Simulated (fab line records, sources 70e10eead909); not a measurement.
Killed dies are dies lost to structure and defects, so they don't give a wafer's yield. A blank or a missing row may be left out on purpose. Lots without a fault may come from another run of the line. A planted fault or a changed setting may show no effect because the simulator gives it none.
Chamber matching | flow nand_harc | NHARC_A_ONON_D1_DEP_33 on pecvd-04: 3 sister chambers
The step deposits SiO2, target thk 200 nm. 3 wafers are shown with their chamber, then 8 later ones without.

WAFERS WITH THEIR CHAMBER
wafer  | chamber | heater_power_w (W)
L088.3 | 1       | 643
L088.6 | 0       | 746
L090.1 | 2       | 470

WAFERS WITHOUT THEIR CHAMBER
wafer  | heater_power_w (W)
L090.3 | 625
L090.6 | 856
L093.2 | 453
L093.3 | 822
L093.4 | 470
L097.3 | 543
L097.4 | 700
L097.6 | 822

WHICH CHAMBER EACH WENT THROUGH
wafer  | from the rows above     | in truth
L090.3 | can't be placed: 1 or 0 | 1
L090.6 | can't be placed: 0 or 1 | 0
L093.2 | 2                       | 2
L093.3 | can't be placed: 0 or 1 | 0
L093.4 | 2                       | 2
L097.3 | can't be placed: 2 or 1 | 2
L097.4 | can't be placed: 0 or 1 | 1
L097.6 | can't be placed: 0 or 1 | 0
Placed correctly: 2 of 8. Can't be placed from these rows: 6 (the true chamber is among the candidates in 6). Placed wrongly: 0.
How it was worked out, from the rows above alone: a wafer's distance from a chamber is the root of the sum, over the readings, of the square of ((its reading less the chamber's mean) divided by the reading's scatter). The wafer belongs to the nearest chamber; if the next one is less than 2 further off, it can't be placed. A chamber's mean is the mean of its shown wafers. The scatter: with one shown wafer a chamber, the root of the mean of the squares of how far each hidden wafer lies from its nearest shown one.
